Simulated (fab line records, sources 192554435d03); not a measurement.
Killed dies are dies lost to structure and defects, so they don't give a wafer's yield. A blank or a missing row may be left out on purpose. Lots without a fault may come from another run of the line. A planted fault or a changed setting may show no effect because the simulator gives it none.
Chamber matching | flow n5_finfet | N5_BEOL_M0_SAQP_PECVD_04 on pecvd-01: 3 sister chambers
The step deposits a-Si from SiH4/He, target thk 60 nm, time 60.2 s. 20 wafers are shown with their chamber, then 10 later ones without.

WAFERS WITH THEIR CHAMBER
wafer  | chamber | showerhead_plenum_p_Torr (Torr) | throttle_valve_pct (%) | heater_power_w (W)
L074.1 | 0       | 5.68                            | 18.2                   | 563
L074.2 | 2       | 5.67                            | 17.7                   | 593
L074.5 | 0       | 5.68                            | 18.0                   | 562
L078.1 | 1       | 5.71                            | 17.7                   | 652
L078.3 | 0       | 5.68                            | 17.8                   | 595
L078.4 | 2       | 5.65                            | 17.6                   | 564
L079.2 | 2       | 5.67                            | 17.4                   | 549
L079.3 | 1       | 5.72                            | 17.6                   | 573
L079.4 | 2       | 5.66                            | 18.0                   | 536
L082.1 | 2       | 5.68                            | 17.7                   | 566
L082.3 | 0       | 5.69                            | 17.5                   | 626
L082.4 | 1       | 5.73                            | 17.8                   | 600
L083.2 | 2       | 5.68                            | 17.7                   | 581
L083.3 | 0       | 5.68                            | 17.7                   | 601
L083.6 | 1       | 5.73                            | 17.6                   | 562
L084.3 | 1       | 5.70                            | 17.5                   | 644
L084.5 | 0       | 5.68                            | 17.9                   | 630
L084.6 | 1       | 5.73                            | 17.6                   | 568
L086.3 | 2       | 5.67                            | 17.8                   | 509
L086.4 | 0       | 5.68                            | 18.0                   | 546

SIGNATURES (means of the wafers above)
reading                  | chamber 0 | chamber 1 | chamber 2 | scatter within a chamber
showerhead_plenum_p_Torr | 5.6814    | 5.7200    | 5.6686    | 0.00961
throttle_valve_pct       | 17.871    | 17.633    | 17.700    | 0.183
heater_power_w           | 589.00    | 599.83    | 556.86    | 33.5
Rule: a wafer's distance from a chamber is the root of the sum, over the readings, of the square of ((its reading less the chamber's mean) divided by the reading's scatter). The wafer belongs to the nearest chamber; if the next one is less than 2 further off, it can't be placed. The scatter: the root of (the sum of the squares of (reading less its chamber's mean) over the shown wafers, divided by (wafers less chambers)).

WAFERS WITHOUT THEIR CHAMBER
wafer  | showerhead_plenum_p_Torr (Torr) | throttle_valve_pct (%) | heater_power_w (W)
L086.5 | 5.72                            | 17.4                   | 585
L087.3 | 5.69                            | 17.8                   | 630
L087.4 | 5.66                            | 17.8                   | 572
L087.5 | 5.68                            | 17.7                   | 648
L090.4 | 5.67                            | 17.7                   | 522
L090.5 | 5.71                            | 17.8                   | 646
L090.6 | 5.69                            | 18.1                   | 608
L094.2 | 5.67                            | 18.0                   | 518
L094.3 | 5.68                            | 17.8                   | 635
L094.4 | 5.68                            | 17.8                   | 609

WHICH CHAMBER EACH WENT THROUGH
wafer  | from the rows above          | in truth
L086.5 | 1                            | 1
L087.3 | can't be placed: 0 or 2 or 1 | 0
L087.4 | can't be placed: 2 or 0      | 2
L087.5 | can't be placed: 0 or 2      | 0
L090.4 | can't be placed: 2 or 0      | 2
L090.5 | can't be placed: 1 or 0      | 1
L090.6 | can't be placed: 0 or 2      | 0
L094.2 | can't be placed: 2 or 0      | 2
L094.3 | can't be placed: 0 or 2      | 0
L094.4 | can't be placed: 0 or 2      | 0
Placed correctly: 1 of 10. Can't be placed from these rows: 9 (the true chamber is among the candidates in 9). Placed wrongly: 0.
